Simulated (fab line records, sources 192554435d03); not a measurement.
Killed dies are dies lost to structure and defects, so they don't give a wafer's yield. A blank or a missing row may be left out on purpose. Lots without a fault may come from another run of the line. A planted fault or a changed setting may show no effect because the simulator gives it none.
Split-lot experiment | flow n5_finfet | 7 lots, 21 wafers read, on a route of 1938 steps

THE SPLIT
At N5_BEOL_M3_DESCUM_33 (chemistry O2, time 7 s), the setting time_s was moved away from the recipe's 7 s on 7 of the 21 wafers read, by -17.5% to +16.6%. The other wafers ran this setting at the recipe's value.

The reading is taken at the split's own step.

THE READING
CAR-EUV_of_BEOL_M3_COAT_22.thk_nm (the simulator's own value, which no gauge read), in nm, at N5_BEOL_M3_DESCUM_33 (chemistry O2, time 7 s). The file gives no usual value for it. The 14 wafers here that ran the recipe average 26.0 nm, standard deviation 0.12 nm.

wafer  | tool, chamber at the split | time_s as run, s | against the recipe | CAR-EUV_of_BEOL_M3_COAT_22.thk_nm, nm | against lot-mates on the recipe
L078.1 | rie_diel-04, 0,2,3         | 6.194            | -11.5%             | 26.4                                  | no lot-mate on the recipe
L078.4 | rie_diel-04, 0,2,3         | 6.194            | -11.5%             | 26.4                                  | no lot-mate on the recipe
L078.5 | rie_diel-04, 0,2,3         | 6.194            | -11.5%             | 26.4                                  | no lot-mate on the recipe
L085.2 | rie_diel-01, 0,2           | 7                | recipe             | 26                                    | -
L085.6 | rie_diel-01, 0,2           | 7                | recipe             | 26                                    | -
L085.4 | rie_diel-01, 1             | 7                | recipe             | 25.8                                  | -
L086.1 | rie_diel-01, 2,3           | 7                | recipe             | 26                                    | -
L086.3 | rie_diel-01, 2,3           | 7                | recipe             | 26                                    | -
L086.6 | rie_diel-01, 0             | 7                | recipe             | 25.8                                  | -
L087.2 | rie_diel-01, 2,3           | 7                | recipe             | 26                                    | -
L087.3 | rie_diel-01, 2,3           | 7                | recipe             | 26                                    | -
L087.6 | rie_diel-01, 2             | 8.161            | +16.6%             | 25.4                                  | -0.6
L091.2 | rie_diel-04, 1,2,1         | 7                | recipe             | 26.2                                  | -
L091.3 | rie_diel-04, 1,2,1         | 7                | recipe             | 26.2                                  | -
L091.4 | rie_diel-04, 1,2,1         | 7                | recipe             | 26.2                                  | -
L095.1 | rie_diel-03, 0,2           | 5.776            | -17.5%             | 26.6                                  | +0.6
L095.2 | rie_diel-03, 0,2           | 5.776            | -17.5%             | 26.6                                  | +0.6
L095.3 | rie_diel-03, 1             | 7                | recipe             | 26                                    | -
L097.1 | rie_diel-01, 3,0           | 7                | recipe             | 26                                    | -
L097.2 | rie_diel-01, 3,0           | 7                | recipe             | 26                                    | -
L097.4 | rie_diel-01, 1             | 5.845            | -16.5%             | 26.6                                  | +0.6
Where a row lists several chambers, the file gives one row for several wafers and doesn't say which wafer went through which chamber.

THE FIT
A straight line over all 21 wafers: CAR-EUV_of_BEOL_M3_COAT_22.thk_nm changes by -0.0347 nm for each +1% of time_s; r = -0.94; the points scatter about the line by 0.1 nm.
The same after taking each lot's own level away (the mean of its wafers on the recipe; 18 wafers): -0.0353 nm for each +1%; r = -0.98; scatter 0.058 nm.
On that fit, the largest move of time_s shifts the reading by 0.62 nm.
The lots' own levels span 25.93 to 26.20 nm, that is 2.2 times the standard deviation above.
So the lot-to-lot level changes the slope little: the two slopes agree.
Check: with one of the wafers moved furthest among these (-17.5%) left out of the fit, the line predicts +0.621 nm for it against its lot-mates. It came out at +0.6 nm against them.

OTHER SPLITS ON THESE WAFERS
These wafers also went through other splits before the reading. Each is held against what the fit with the lots' levels taken away leaves over:
other split on the same wafers        | wafers away from the commonest value | r with CAR-EUV_of_BEOL_M3_COAT_22.thk_nm (lot level and that fit taken away)
N5_BEOL_M0_SAQP_SPACER1_ALD_98 temp_c | 4                                    | +0.16
N5_BEOL_M0_ETCH_128 source_w          | 9                                    | +0.00
N5_BEOL_M2_DESCUM_33 time_s           | 7                                    | +0.01
N5_BEOL_M2_ETCHBACK_99 time_s         | 8                                    | -0.01
N5_BEOL_M3_COAT_05 spin_rpm           | 4                                    | +0.01

THE FILE'S OWN FIT
CAR-EUV_of_BEOL_M3_COAT_22.thk_nm changes by -0.0356 nm for each +1% of time_s, r = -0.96.
